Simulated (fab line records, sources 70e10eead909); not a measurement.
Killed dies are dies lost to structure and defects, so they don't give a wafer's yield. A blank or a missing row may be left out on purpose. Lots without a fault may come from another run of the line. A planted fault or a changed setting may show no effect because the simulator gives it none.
fab line records | flow nand_harc
record lots=23 wafers=69 last_day=24
route steps=1159 shown A_CONTACT@960 A_BLC@982 A_M0@1006 A_M1@1039
lots that met no fault: from a run of the same line without faults
start_h: hours from the record's first day to the start of the lot's first wafer shown | wait_h: hours since the lot's step before | " the same as in the row above | L1.1+2: a row that stands for several wafers | - no value, or no start given | * or withheld: withheld | < > ~ a bound
route shown NAME@n: a module of which the file shows steps, and the number in the route of the first | usual: mean/standard deviation of fault-free wafers | same: alike in all rows | chamber/n: place in a boat | sites: the reading at each site | _std_site: their standard deviation | _edge_site: outer sites' mean less inner sites' | radius_mm: how far each site lies from the wafer's centre | mask NAME#n: copy n | behind: the tool/chamber that last shaped the wafer | hold: why the lot was held/for how many hours/how that ended | device: the transistor (n, p or np) that didn't switch | end of line: the same wafers' tests at the end of the route | a step without rows: its recipe alone | killed: dies lost to structure and defects at the first sort, not the wafer's yield | map: a wafer's dies, x killed, . not, _ none there
set.NAME: the setting as run; set.NAME@STEP: as run at that earlier step | model.NAME: the simulator's own value behind a step, which no gauge read
steps of the route over a sample of lots; a table a step, a row a wafer
services: from which hour (start_h, from the record's first day; less than 0 if before it) a tool's chamber was out of use, for how many hours, and why
## steps
# step NHARC_A_CONTACT_CMP_20
# recipe t_overpolish_s=30 target_thk_nm=300
# usual motor_current_A=11.6/1.1 overpolish_run_s=29.999/0.0091 time_to_endpoint_s=61/3.9
# columns lot.wafer tool chamber start_h wait_h motor_current_A overpolish_run_s time_to_endpoint_s
L076.2 cmp-02 3 397.16 0.8 11.9 29.990 62
L076.5 " 1 " " 11.4 30.003 69
L076.6 " 2 " " 10.7 29.993 65
L074.3 cmp-02 3 398.42 0.4 11.4 30.002 62
L074.1 " 1 " " 11.2 30.003 72
L074.5 " 3 " " 11.4 29.994 64
L075.1 cmp-03 2 403.30 0.8 12.1 30.018 57
L075.4 " 1 " " 11.3 29.999 60
L075.6 " 3 " " 13.2 29.999 59
L079.3 cmp-01 2 403.71 0.5 12.9 30.008 55
L079.2 " 3 " " 9.6 29.997 56
L079.6 " 2 " " 13.9 29.998 58
L080.3 cmp-02 2 413.23 0.5 10.1 29.994 61
L080.1 " 0 " " 11.1 29.995 58
L080.5 " 2 " " 10.8 29.996 64
L077.4 cmp-02 0 419.22 0.4 11.4 29.988 56
L077.3 " 2 " " 10.8 29.999 65
L077.6 " 0 " " 11.7 30.014 56
L081.2 cmp-03 2 426.67 0.6 11.2 29.986 59
L081.3 " 3 " " 12.6 29.983 63
L081.4 " 1 " " 11.5 30.006 62
L078.2 cmp-03 0 427.41 0.6 11.6 30.003 60
L078.3 " 3 " " 12.6 29.984 60
L078.6 " 0 " " 10.8 29.983 61
L082.2 cmp-02 0 437.63 0.7 10.8 30.008 58
L082.3 " 2 " " 10.4 29.997 61
L082.5 " 0 " " 11.2 30.003 56
L083.1 cmp-02 3 448.50 0.8 11.3 30.003 63
L083.5 " 2 " " 10.3 30.010 64
L083.6 " 3 " " 11.5 29.994 65
L086.3 cmp-03 1 467.13 0.4 11.1 30.009 61
L086.6 " 1 " " 11.5 30.000 63
L086.5 " 2 " " 11.3 30.008 60
L085.3 cmp-02 1 470.09 0.5 10.8 29.995 69
L085.1 " 2 " " 10.6 29.990 60
L085.4 " 0 " " 11.1 29.999 57
L088.1 cmp-01 2 471.76 0.8 13.6 29.996 67
L088.6 " 1 " " 12.2 30.001 61
L088.5 " 2 " " 13.7 29.993 67
L089.2 cmp-01 2 474.67 0.7 13.8 30.001 63
L089.6 " 3 " " 9.4 29.992 66
L089.5 " 0 " " 13.2 30.005 59
L087.1 cmp-02 0 484.67 0.7 11.4 29.995 57
L087.2 " 1 " " 11.3 30.002 71
L087.6 " 2 " " 10.7 29.998 65
L090.2 cmp-02 0 485.40 0.8 11.4 30.005 55
L090.1 " 2 " " 10.9 29.994 63
L090.6 " 3 " " 11.4 30.015 63
L092.4 cmp-03 1 486.54 0.5 12.1 30.005 61
L092.2 " 0 " " 11.5 30.007 62
L092.5 " 1 " " 11.8 30.002 61
L093.3 cmp-02 0 489.28 0.6 11.1 30.003 53
L093.4 " 1 " " 11.3 30.008 66
L093.5 " 2 " " 10.7 30.012 61
L091.1 cmp-03 1 490.54 0.7 11.2 30.023 60
L091.3 " 3 " " 12.0 29.983 58
L091.4 " 0 " " 11.2 29.998 64
L095.2 cmp-01 2 506.47 0.7 14.3 29.999 64
L095.3 " 3 " " 9.4 30.010 62
L095.5 " 1 " " 12.9 29.996 61
L096.1 cmp-03 3 511.94 0.8 12.4 29.994 62
L096.4 " 1 " " 11.7 30.008 64
L096.3 " 2 " " 11.4 29.980 62
L094.4 cmp-01 2 519.15 0.5 13.4 30.014 59
L094.1 " 0 " " 13.7 30.002 55
L094.5 " 2 " " 14.1 29.995 59
L097.3 cmp-01 0 523.98 0.5 14.3 29.999 59
L097.2 " 2 " " 14.1 29.986 63
L097.6 " 0 " " 13.7 30.008 61
# step NHARC_A_BLC_STRIP_29
# recipe cf4_flow_sccm=150 ar_flow_sccm=0 bias_w=0 chemistry=CF4
# usual chamber_pressure_mTorr=50.00/0.045 drypump_motor_current_A=5.9/0.37 oes_product_au=0.997/0.012 rf_vpp_V=59.3/0.91 showerhead_plenum_p_Torr=1.77/0.079 throttle_valve_pct=13.284/0.0092
# columns lot.wafer tool chamber start_h wait_h chamber_pressure_mTorr drypump_motor_current_A oes_product_au rf_hours_counter_h rf_vpp_V showerhead_plenum_p_Torr throttle_valve_pct
L076.2 rie_diel-04 0 399.32 0.1 50.00 5.9 0.998 10 59.9 1.88 13.300
L076.5 " 1 " " 49.98 5.8 0.987 - 59.1 1.71 13.292
L076.6 " 2 " " 50.04 6.0 1.001 - 59.8 1.85 13.283
L074.3 rie_diel-04 0 400.63 0.1 50.00 5.9 0.985 11 59.3 1.88 13.289
L074.1 " 3 " " 50.01 5.6 1.011 12 59.4 1.84 13.289
L074.5 " 1 " " 49.95 5.7 0.986 - 60.1 1.71 13.288
L075.4 rie_diel-11 2 405.33 0.1 50.05 6.4 1.002 14 59.6 1.81 13.292
L075.1 " 1 " " 50.01 6.3 1.008 9 61.3 1.83 13.279
L075.6 " 3 " " 50.04 5.9 1.004 - 59.7 1.75 13.293
L079.2 rie_diel-11 3 405.75 0.1 49.97 5.9 1.014 12 60.6 1.75 13.283
L079.3 " 0 " " 49.98 5.4 0.992 9 58.0 1.65 13.281
L079.6 " 3 " " 49.98 5.9 1.004 - 59.8 1.75 13.263
L080.3 rie_diel-02 0 415.35 0.1 49.94 5.3 0.981 7 59.9 1.83 13.291
L080.1 " 2 " " 50.07 5.9 1.012 9 59.2 1.68 13.290
L080.5 " 0 " " 49.96 5.3 0.986 - 59.6 1.83 13.284
L077.3 rie_diel-02 1 421.43 0.1 50.00 6.5 0.979 9 58.9 1.65 13.275
L077.4 " 3 " " 50.07 6.0 0.968 9 60.9 1.84 13.309
L077.6 " 0 " " 50.09 5.3 0.975 - 60.0 1.83 13.288
L081.2 rie_diel-02 1 429.03 0.1 49.96 6.5 0.996 10 58.6 1.65 13.304
L081.3 " 2 " " 49.99 5.9 1.009 10 58.4 1.68 13.270
L081.4 " 2 " " 50.08 5.9 1.010 - 59.4 1.68 13.297
L078.2 rie_diel-02 1 429.73 0.1 50.05 6.5 0.999 10 57.7 1.65 13.279
L078.3 " 2 " " 49.95 5.9 1.014 10 59.5 1.68 13.259
L078.6 " 1 " " 50.05 6.5 0.997 - 57.3 1.65 13.285
L082.3 rie_diel-11 3 439.76 0.1 49.99 5.9 1.021 23 58.3 1.75 13.281
L082.2 " 1 " " 49.92 6.4 1.001 23 58.9 1.82 13.301
L082.5 " 3 " " 50.00 5.9 1.022 - 59.2 1.75 13.290
L083.1 rie_diel-11 0 450.52 0.1 49.98 5.4 1.006 23 58.4 1.65 13.276
L083.5 " 1 " " 50.00 6.3 1.005 - 59.1 1.82 13.283
L083.6 " 2 " " 49.99 6.4 1.009 - 59.3 1.80 13.290
L086.3 rie_diel-11 1 469.30 0.1 50.02 6.3 1.001 33 59.1 1.82 13.281
L086.6 " 2 " " 49.97 6.5 1.015 - 59.1 1.80 13.279
L086.5 " 3 " " 50.04 5.9 1.009 - 57.9 1.74 13.277
L085.3 rie_diel-02 2 472.14 0.1 50.02 5.9 0.989 15 60.6 1.67 13.288
L085.1 " 3 " " 50.00 6.1 0.987 14 58.9 1.84 13.277
L085.4 " 0 " " 50.00 5.3 0.972 13 59.7 1.82 13.288
L088.1 rie_diel-02 2 473.95 0.1 50.02 5.9 1.000 15 58.3 1.67 13.291
L088.5 " 0 " " 49.94 5.3 0.976 - 59.3 1.82 13.290
L088.6 " 1 " " 50.04 6.5 0.996 - 59.4 1.65 13.290
L089.2 rie_diel-11 1 476.96 0.1 50.00 6.3 0.998 37 59.7 1.82 13.288
L089.5 " 1 " " 50.05 6.3 0.991 - 59.7 1.82 13.293
L089.6 " 2 " " 50.00 6.4 1.008 - 60.1 1.80 13.275
L087.2 rie_diel-04 2 486.76 0.1 50.04 6.0 1.004 1 60.5 1.84 13.283
L087.1 " 3 " " 50.02 5.6 1.006 1 59.2 1.84 13.282
L087.6 " 2 " " 49.96 6.0 0.996 - 59.1 1.84 13.293
L090.2 rie_diel-11 1 487.83 0.1 49.93 6.3 1.002 39 59.9 1.82 13.277
L090.1 " 3 " " 49.93 6.0 1.005 38 59.4 1.74 13.278
L090.6 " 1 " " 50.02 6.3 1.000 - 59.7 1.82 13.289
L092.2 rie_diel-02 2 488.54 0.1 49.93 5.9 0.998 17 57.7 1.67 13.278
L092.5 " 3 " " 50.01 6.0 0.997 - 61.0 1.84 13.289
L092.4 " 0 " " 50.07 5.3 0.991 - 59.3 1.82 13.286
L093.4 rie_diel-04 0 491.38 0.1 50.03 5.9 0.988 2 60.4 1.87 13.270
L093.3 " 1 " " 49.98 5.7 0.971 1 57.0 1.71 13.288
L093.5 " 3 " " 50.00 5.6 1.007 - 59.0 1.84 13.294
L091.4 rie_diel-02 1 492.57 0.1 50.04 6.5 0.999 16 60.6 1.65 13.283
L091.1 " 2 " " 49.95 5.9 0.997 17 59.0 1.67 13.273
L091.3 " 3 " " 49.99 6.0 0.981 16 60.5 1.84 13.291
L095.2 rie_diel-04 1 508.57 0.1 49.99 5.7 0.984 3 57.8 1.71 13.292
L095.3 " 2 " " 49.92 6.0 0.993 4 59.7 1.84 13.274
L095.5 " 0 " " 49.94 5.9 0.993 - 60.0 1.87 13.292
L096.3 rie_diel-04 0 514.11 0.1 50.00 5.9 0.995 5 60.5 1.87 13.279
L096.4 " 1 " " 50.03 5.8 0.986 4 58.8 1.71 13.291
L096.1 " 3 " " 50.03 5.6 1.009 5 59.6 1.84 13.288
L094.4 rie_diel-04 1 521.31 0.1 50.08 5.7 0.987 4 59.7 1.71 13.272
L094.1 " 2 " " 50.02 6.0 1.002 5 59.0 1.84 13.277
L094.5 " 3 " " 50.00 5.6 1.007 - 58.7 1.84 13.266
L097.2 rie_diel-02 0 526.14 0.1 49.99 5.2 0.992 1 58.2 1.82 13.282
L097.3 " 2 " " 49.94 5.9 0.990 1 58.1 1.67 13.282
L097.6 " 0 " " 49.98 5.2 0.982 - 60.1 1.82 13.264
# step NHARC_A_M0_INSPECT_11
# usual raw_defect_count=30/15
# columns lot.wafer tool chamber start_h wait_h raw_defect_count
L076.2 defect_inspect-01 - 402.29 0.0 10
L076.5 " - " " 14
L076.6 " - " " 13
L074.1 defect_inspect-02 - 403.84 0.0 18
L074.3 " - " " 16
L074.5 " - " " 12
L075.1 defect_inspect-02 - 408.16 0.0 28
L075.4 " - " " 31
L075.6 " - " " 34
L079.2 defect_inspect-01 - 408.88 0.0 8
L079.3 " - " " 9
L079.6 " - " " 13
L080.1 defect_inspect-01 - 418.31 0.0 14
L080.3 " - " " 10
L080.5 " - " " 10
L077.3 defect_inspect-02 - 424.58 0.0 33
L077.4 " - " " 25
L077.6 " - " " 29
L081.2 defect_inspect-02 - 437.81 0.0 42
L081.3 " - " " 37
L081.4 " - " " 54
L078.2 defect_inspect-01 - 438.25 0.0 34
L078.3 " - " " 39
L078.6 " - " " 41
L082.2 defect_inspect-01 - 444.15 0.0 26
L082.3 " - " " 33
L082.5 " - " " 36
L083.1 defect_inspect-02 - 460.66 0.0 8
L083.5 " - " " 7
L083.6 " - " " 9
L086.3 defect_inspect-02 - 472.13 0.0 18
L086.5 " - " " 16
L086.6 " - " " 17
L085.1 defect_inspect-02 - 474.94 0.0 42
L085.3 " - " " 39
L085.4 " - " " 33
L088.1 defect_inspect-01 - 476.86 0.0 29
L088.5 " - " " 23
L088.6 " - " " 31
L089.2 defect_inspect-02 - 487.19 0.0 21
L089.5 " - " " 25
L089.6 " - " " 24
L087.1 defect_inspect-02 - 495.89 0.0 37
L087.2 " - " " 51
L087.6 " - " " 33
L090.1 defect_inspect-01 - 496.56 0.0 43
L090.2 " - " " 33
L090.6 " - " " 32
L092.2 defect_inspect-02 - 496.92 0.0 71
L092.4 " - " " 52
L092.5 " - " " 44
L093.3 defect_inspect-01 - 497.09 0.0 49
L093.4 " - " " 65
L093.5 " - " " 69
L091.1 defect_inspect-01 - 497.33 0.0 15
L091.3 " - " " 8
L091.4 " - " " 11
L095.2 defect_inspect-01 - 511.50 0.0 40
L095.3 " - " " 32
L095.5 " - " " 40
L096.1 defect_inspect-02 - 520.25 0.0 33
L096.3 " - " " 35
L096.4 " - " " 30
L094.1 defect_inspect-01 - 525.60 0.0 47
L094.4 " - " " 49
L094.5 " - " " 43
L097.2 defect_inspect-01 - 529.01 0.0 35
L097.3 " - " " 47
L097.6 " - " " 36
# step NHARC_A_M0_INSPECT_27
# usual raw_defect_count=459/120
# columns lot.wafer tool chamber start_h wait_h raw_defect_count
L076.2 defect_inspect-01 - 404.94 0.0 588
L076.5 " - " " 601
L076.6 " - " " 548
L074.1 defect_inspect-01 - 406.40 0.0 683
L074.3 " - " " 330
L074.5 " - " " 301
L075.1 defect_inspect-01 - 410.74 0.0 533
L075.4 " - " " 523
L075.6 " - " " 630
L079.2 defect_inspect-01 - 411.43 0.0 370
L079.3 " - " " 594
L079.6 " - " " 351
L080.1 defect_inspect-02 - 421.25 0.0 405
L080.3 " - " " 399
L080.5 " - " " 260
L077.3 defect_inspect-02 - 427.16 0.0 464
L077.4 " - " " 654
L077.6 " - " " 510
L081.2 defect_inspect-01 - 440.42 0.0 339
L081.3 " - " " 394
L081.4 " - " " 434
L078.2 defect_inspect-02 - 440.84 0.0 445
L078.3 " - " " 515
L078.6 " - " " 419
L082.2 defect_inspect-01 - 446.84 0.0 459
L082.3 " - " " 389
L082.5 " - " " 726
L083.1 defect_inspect-02 - 463.18 0.0 345
L083.5 " - " " 348
L083.6 " - " " 408
L086.3 defect_inspect-02 - 474.70 0.0 517
L086.5 " - " " 492
L086.6 " - " " 358
L085.1 defect_inspect-01 - 477.52 0.0 466
L085.3 " - " " 469
L085.4 " - " " 548
L088.1 defect_inspect-02 - 479.50 0.0 397
L088.5 " - " " 505
L088.6 " - " " 498
L089.2 defect_inspect-01 - 489.73 0.0 376
L089.5 " - " " 504
L089.6 " - " " 416
L087.1 defect_inspect-02 - 498.49 0.0 602
L087.2 " - " " 567
L087.6 " - " " 407
L090.1 defect_inspect-01 - 499.13 0.0 404
L090.2 " - " " 375
L090.6 " - " " 541
L092.2 defect_inspect-01 - 499.57 0.0 552
L092.4 " - " " 482
L092.5 " - " " 917
L093.3 defect_inspect-01 - 499.63 0.0 514
L093.4 " - " " 522
L093.5 " - " " 530
L091.1 defect_inspect-02 - 499.94 0.0 330
L091.3 " - " " 402
L091.4 " - " " 394
L095.2 defect_inspect-02 - 514.04 0.0 414
L095.3 " - " " 624
L095.5 " - " " 506
L096.1 defect_inspect-01 - 522.85 0.0 859
L096.3 " - " " 731
L096.4 " - " " 576
L094.1 defect_inspect-02 - 528.29 0.0 419
L094.4 " - " " 355
L094.5 " - " " 296
L097.2 defect_inspect-01 - 531.59 0.0 481
L097.3 " - " " 554
L097.6 " - " " 387
# step NHARC_A_M1_DESCUM_14
# recipe time_s=3 o2_flow_sccm=200 ar_flow_sccm=0 bias_power_w=0 chemistry=O2
# usual chamber_pressure_mTorr=59.99/0.051 drypump_motor_current_A=5.7/0.38 oes_product_au=1.002/0.011 rf_vpp_V=58.0/0.86 showerhead_plenum_p_Torr=1.95/0.068 throttle_valve_pct=11.312/0.009
# columns lot.wafer tool chamber start_h wait_h chamber_pressure_mTorr drypump_motor_current_A oes_product_au rf_hours_counter_h rf_vpp_V showerhead_plenum_p_Torr throttle_valve_pct
L076.2 rie_diel-06 2 406.43 0.1 60.03 5.2 1.010 11 57.3 2.01 11.322
L076.5 " 1 " " 60.07 5.7 1.000 - 57.0 1.87 11.308
L076.6 " 2 " " 59.99 5.2 0.998 - 59.3 2.01 11.309
L074.1 rie_diel-06 2 407.90 0.1 60.03 5.2 1.014 11 58.5 2.01 11.303
L074.3 " 1 " " 60.06 5.6 1.004 10 58.3 1.87 11.330
L074.5 " 2 " " 60.00 5.2 1.020 - 57.9 2.01 11.320
L075.4 rie_diel-12 1 412.32 0.1 59.91 6.1 1.002 1 57.1 1.85 11.302
L075.1 " 2 " " 60.01 5.4 0.993 1 58.0 1.92 11.320
L075.6 " 3 " " 59.99 5.4 1.017 - 59.0 2.02 11.329
L079.2 rie_diel-01 1 413.04 0.1 59.99 5.5 1.000 8 56.9 1.91 11.321
L079.3 " 0 " " 59.91 6.4 0.999 6 58.8 2.05 11.312
L079.6 " 2 " " 60.05 5.8 1.005 - 58.8 1.91 11.299
L080.3 rie_diel-01 0 423.04 0.1 60.00 6.4 1.001 7 56.7 2.05 11.311
L080.1 " 1 " " 59.99 5.5 0.991 9 58.4 1.91 11.311
L080.5 " 2 " " 59.92 5.8 1.019 - 58.4 1.91 11.307
L077.4 rie_diel-12 0 428.90 0.1 59.95 6.4 1.004 1 58.5 2.05 11.305
L077.3 " 1 " " 60.05 6.1 1.007 1 57.6 1.85 11.290
L077.6 " 2 " " 59.99 5.4 0.983 - 58.3 1.92 11.297
L081.3 rie_diel-01 1 441.99 0.1 59.96 5.5 0.992 10 56.1 1.91 11.312
L081.2 " 2 " " 60.06 5.7 0.995 10 59.1 1.91 11.309
L081.4 " 2 " " 60.01 5.8 0.997 - 56.1 1.91 11.300
L078.3 rie_diel-06 3 442.43 0.1 59.98 5.6 1.026 0 59.0 1.90 11.314
L078.2 " 2 " " 60.03 5.2 1.002 0 57.5 2.01 11.322
L078.6 " 2 " " 60.02 5.2 1.002 - 58.1 2.01 11.320
L082.3 rie_diel-01 1 448.31 0.1 60.03 5.5 0.986 11 56.6 1.91 11.310
L082.2 " 3 " " 60.01 5.8 0.993 8 58.1 1.90 11.319
L082.5 " 0 " " 59.99 6.4 0.998 - 59.7 2.05 11.303
L083.1 rie_diel-06 0 464.64 0.1 59.93 5.6 0.993 2 58.0 1.96 11.327
L083.5 " 0 " " 60.18 5.5 0.998 - 56.2 1.96 11.317
L083.6 " 3 " " 59.94 5.7 1.022 - 58.2 1.90 11.307
L086.3 rie_diel-06 1 476.34 0.1 59.98 5.6 0.995 2 56.7 1.87 11.316
L086.5 " 0 " " 59.96 5.5 0.990 - 58.8 1.96 11.327
L086.6 " 1 " " 60.04 5.6 1.004 - 58.3 1.87 11.318
L085.1 rie_diel-06 0 479.08 0.1 59.97 5.5 0.996 3 57.2 1.96 11.308
L085.3 " 3 " " 60.00 5.6 1.025 4 58.5 1.90 11.316
L085.4 " 3 " " 59.91 5.7 1.019 - 57.9 1.90 11.305
L088.1 rie_diel-12 2 481.27 0.1 60.04 5.4 0.997 2 57.2 1.91 11.325
L088.5 " 0 " " 60.00 6.4 1.020 - 57.5 2.05 11.311
L088.6 " 1 " " 59.94 6.1 1.006 - 57.9 1.85 11.321
L089.2 rie_diel-06 0 491.19 0.1 59.99 5.5 1.000 4 57.7 1.96 11.325
L089.5 " 3 " " 60.07 5.6 1.014 - 56.5 1.90 11.311
L089.6 " 0 " " 60.04 5.5 0.997 - 58.9 1.96 11.310
L087.1 rie_diel-12 1 500.42 0.1 59.96 6.0 0.995 3 57.4 1.85 11.327
L087.2 " 0 " " 59.97 6.4 1.003 3 58.4 2.05 11.321
L087.6 " 1 " " 60.08 6.1 0.994 - 57.9 1.85 11.312
L090.2 rie_diel-06 0 500.76 0.1 59.90 5.5 1.001 6 57.8 1.96 11.301
L090.1 " 3 " " 59.94 5.6 1.006 5 57.3 1.90 11.302
L090.6 " 2 " " 59.97 5.2 1.007 - 58.6 2.00 11.302
L092.4 rie_diel-12 1 501.50 0.1 59.83 6.0 1.005 3 57.9 1.85 11.312
L092.2 " 2 " " 60.00 5.4 1.011 3 59.5 1.91 11.302
L092.5 " 3 " " 59.94 5.4 1.014 - 57.8 2.02 11.316
L093.3 rie_diel-06 0 501.65 0.1 59.99 5.5 0.998 6 58.1 1.96 11.316
L093.4 " 3 " " 59.95 5.7 1.008 - 57.2 1.90 11.292
L093.5 " 0 " " 59.96 5.5 0.993 - 58.6 1.96 11.309
L091.1 rie_diel-01 1 501.79 0.1 59.90 5.5 1.000 0 59.2 1.91 11.306
L091.3 " 3 " " 59.90 5.8 0.995 0 56.9 1.90 11.320
L091.4 " 0 " " 60.00 6.4 0.985 - 59.4 2.05 11.306
L095.3 rie_diel-12 0 515.49 0.1 59.95 6.4 0.998 3 58.7 2.05 11.326
L095.2 " 2 " " 60.08 5.4 1.001 4 57.9 1.91 11.290
L095.5 " 0 " " 60.03 6.4 0.994 - 57.7 2.05 11.321
L096.3 rie_diel-12 1 524.42 0.1 59.91 6.1 1.002 4 59.2 1.85 11.297
L096.1 " 2 " " 59.99 5.4 0.992 4 59.6 1.91 11.325
L096.4 " 3 " " 59.96 5.4 1.000 4 58.1 2.02 11.318
L094.1 rie_diel-12 0 529.89 0.1 60.03 6.4 1.016 4 57.4 2.05 11.315
L094.4 " 1 " " 59.98 6.1 1.008 4 57.2 1.85 11.313
L094.5 " 0 " " 59.98 6.4 1.009 - 58.1 2.05 11.312
L097.2 rie_diel-06 1 533.19 0.1 60.04 5.6 0.994 4 56.9 1.87 11.298
L097.3 " 3 " " 60.00 5.7 1.006 8 58.3 1.90 11.302
L097.6 " 3 " " 59.96 5.6 1.006 - 57.6 1.90 11.300
# step NHARC_A_M1_ETCH_28
# recipe target_depth_a=300 over_etch_frac=0.3 time_s=72.99 ion_energy_ev=150 cf4_flow_sccm=50 n2_flow_sccm=100 ar_flow_sccm=150 rf_w=300 bias_w=100 chemistry=CF4/N2
# usual chamber_pressure_mTorr=30.002/0.027 drypump_motor_current_A=5.8/0.39 n2_flow_sccm=99.99/0.29 oes_product_au=1.002/0.012 rf_vpp_V=315.0/1.7 showerhead_plenum_p_Torr=2.67/0.092 throttle_valve_pct=19.794/0.0086
# columns lot.wafer tool chamber start_h wait_h chamber_pressure_mTorr drypump_motor_current_A n2_flow_sccm oes_product_au rf_hours_counter_h rf_vpp_V showerhead_plenum_p_Torr throttle_valve_pct
L076.2 rie_diel-12 1 - - 30.015 6.1 99.46 1.000 1 311.1 2.54 19.803
L076.6 " 2 " " 30.037 5.4 99.94 0.996 - 315.2 2.63 19.786
L076.5 " 3 " " 30.020 5.4 99.93 1.012 - 316.1 2.77 19.806
L074.3 rie_diel-06 3 - - 30.013 5.7 99.69 1.026 10 314.8 2.61 19.787
L074.1 " 2 " " 30.019 5.2 100.18 1.022 11 315.7 2.75 19.785
L074.5 " 3 " " 30.026 5.7 99.66 1.030 - 314.0 2.61 19.799
L075.4 rie_diel-12 2 - - 29.996 5.5 100.04 0.994 1 315.0 2.63 19.794
L075.1 " 1 " " 30.044 6.1 100.58 1.005 1 312.0 2.54 19.800
L075.6 " 3 " " 30.016 5.4 99.78 1.013 - 315.3 2.77 19.776
L079.3 rie_diel-01 2 - - 30.051 5.7 99.57 1.024 8 314.1 2.62 19.790
L079.2 " 1 " " 29.996 5.5 99.96 1.009 8 312.9 2.63 19.794
L079.6 " 2 " " 30.004 5.7 100.16 1.022 - 313.6 2.62 19.805
L080.1 rie_diel-12 3 - - 29.974 5.4 99.89 1.021 1 315.4 2.77 19.787
L080.3 " 0 " " 29.992 6.4 99.85 1.009 1 317.3 2.80 19.796
L080.5 " 3 " " 30.015 5.4 99.78 1.014 - 317.7 2.77 19.790
L077.4 rie_diel-06 3 - - 29.989 5.6 100.10 1.014 0 313.0 2.61 19.782
L077.3 " 0 " " 29.971 5.5 99.80 0.986 0 314.5 2.69 19.797
L077.6 " 2 " " 30.040 5.2 99.99 0.989 - 316.3 2.75 19.796
L081.2 rie_diel-12 0 - - 30.017 6.4 99.75 1.008 1 316.4 2.80 19.805
L081.3 " 2 " " 29.952 5.4 100.08 0.989 2 315.3 2.63 19.806
L081.4 " 3 " " 30.004 5.4 100.24 1.008 2 316.9 2.77 19.815
L078.3 rie_diel-12 2 - - 29.970 5.4 100.29 0.978 2 314.3 2.63 19.805
L078.2 " 3 " " 29.995 5.4 99.96 1.011 2 317.2 2.77 19.799
L078.6 " 2 " " 29.948 5.3 99.70 0.978 - 314.4 2.63 19.797
L082.2 rie_diel-12 1 - - 30.011 6.1 100.05 1.002 2 313.4 2.54 19.783
L082.3 " 0 " " 30.058 6.4 99.96 1.002 2 317.2 2.80 19.784
L082.5 " 2 " " 29.977 5.4 99.44 0.987 - 313.7 2.63 19.794
L083.1 rie_diel-01 0 - - 29.983 6.4 99.85 1.002 9 318.6 2.81 19.798
L083.6 " 0 " " 30.023 6.4 99.79 1.003 - 318.2 2.80 19.786
L083.5 " 1 " " 29.988 5.6 99.66 0.989 - 313.0 2.62 19.788
L086.3 rie_diel-01 3 - - 30.020 5.8 99.81 0.982 10 314.4 2.61 19.795
L086.6 " 3 " " 29.957 5.8 99.94 0.987 - 313.8 2.61 19.794
L086.5 " 0 " " 30.031 6.4 100.21 1.006 - 317.6 2.80 19.793
L085.1 rie_diel-01 0 479.88 0.3 30.005 6.4 99.97 0.997 10 317.4 2.80 19.803
L085.4 " 3 " " 30.007 5.8 100.10 0.980 - 313.5 2.61 19.800
L085.3 " 0 " " 30.023 6.4 100.19 0.996 - 318.3 2.80 19.797
L088.1 rie_diel-12 3 - - 29.999 5.4 100.05 1.009 3 316.1 2.77 19.799
L088.6 " 3 " " 29.989 5.4 100.28 0.999 - 316.7 2.77 19.785
L088.5 " 0 " " 30.017 6.4 99.94 1.019 - 315.4 2.80 19.794
L089.2 rie_diel-12 1 - - 29.966 6.1 99.96 1.004 3 312.5 2.54 19.797
L089.5 " 3 " " 29.990 5.4 99.77 1.009 - 315.4 2.77 19.792
L089.6 " 0 " " 29.982 6.4 100.01 1.018 - 318.0 2.80 19.793
L087.2 rie_diel-12 2 - - 29.997 5.4 100.20 1.006 3 315.0 2.63 19.797
L087.1 " 0 " " 29.976 6.4 99.82 1.022 3 317.4 2.80 19.798
L087.6 " 2 " " 30.018 5.4 99.85 0.999 - 312.6 2.63 19.798
L090.2 rie_diel-01 1 501.59 0.3 29.980 5.5 100.09 0.994 0 314.4 2.62 19.820
L090.1 " 3 " " 30.019 5.8 99.90 1.002 0 314.0 2.61 19.804
L090.6 " 0 " " 29.991 6.4 100.05 0.985 - 317.6 2.80 19.786
L092.4 rie_diel-12 1 - - 29.996 6.1 100.14 1.003 3 313.7 2.54 19.796
L092.2 " 3 " " 29.999 5.4 100.25 1.022 3 316.5 2.77 19.785
L092.5 " 2 " " 30.047 5.4 99.57 1.004 - 313.2 2.63 19.798
L093.3 rie_diel-06 2 - - 30.000 5.2 100.08 1.011 4 315.6 2.74 19.801
L093.5 " 0 " " 29.950 5.5 100.26 1.006 - 315.2 2.68 19.790
L093.4 " 3 " " 30.020 5.7 100.12 1.014 - 312.8 2.61 19.791
L091.1 rie_diel-01 0 - - 29.998 6.4 100.28 0.991 0 317.6 2.80 19.798
L091.3 " 1 " " 29.996 5.6 100.19 0.992 0 314.2 2.62 19.791
L091.4 " 3 " " 29.976 5.8 100.08 1.006 0 312.7 2.61 19.780
L095.3 rie_diel-06 0 - - 30.009 5.5 99.69 0.997 7 314.6 2.68 19.796
L095.2 " 1 " " 30.006 5.7 99.76 0.993 3 313.7 2.57 19.792
L095.5 " 0 " " 30.006 5.5 99.37 0.993 - 315.5 2.68 19.794
L096.4 rie_diel-12 1 - - 30.008 6.1 100.29 1.003 4 313.3 2.54 19.798
L096.3 " 3 " " 29.945 5.4 99.56 1.015 4 316.3 2.77 19.805
L096.1 " 0 " " 30.023 6.4 100.36 1.010 3 316.6 2.80 19.796
L094.4 rie_diel-12 0 - - 30.004 6.4 100.28 1.002 4 316.1 2.80 19.795
L094.1 " 1 " " 30.042 6.1 99.00 0.998 4 313.2 2.54 19.789
L094.5 " 2 " " 30.027 5.4 99.70 0.993 - 314.9 2.63 19.786
L097.3 rie_diel-01 1 - - 29.995 5.5 99.92 1.000 2 314.3 2.62 19.796
L097.2 " 3 " " 30.000 5.8 100.10 1.006 3 314.3 2.61 19.824
L097.6 " 2 " " 30.010 5.7 99.76 0.992 - 314.4 2.61 19.783
## services
# columns tool chamber start_h hours kind
rie_diel-12 - 379.42 9.0 pm
rie_diel-01 0 387.48 9.9 repair
rie_diel-04 0 388.92 2.6 repair
rie_diel-01 3 391.89 6.2 repair
rie_diel-06 - 418.20 9.0 pm
rie_diel-01 3 420.79 7.2 repair
cmp-02 - 422.73 4.0 pm
rie_diel-02 0 427.68 8.7 repair
rie_diel-01 0 434.18 5.9 repair
rie_diel-06 1 440.65 8.8 repair
rie_diel-01 3 441.00 5.0 repair
rie_diel-06 1 461.88 3.2 repair
rie_diel-12 - 463.42 4.1 repair
rie_diel-06 2 463.57 15.6 repair
rie_diel-01 2 474.21 13.6 repair
rie_diel-01 1 478.95 22.6 repair
rie_diel-02 1 484.85 4.3 repair
rie_diel-06 1 490.56 22.6 repair
rie_diel-01 - 492.09 9.0 pm
rie_diel-06 - 503.60 0.3 repair
rie_diel-02 - 504.75 9.0 pm
cmp-02 - 520.85 4.0 pm
rie_diel-01 - 532.04 0.5 repair
rie_diel-06 2 532.10 17.2 repair
## key
fault none
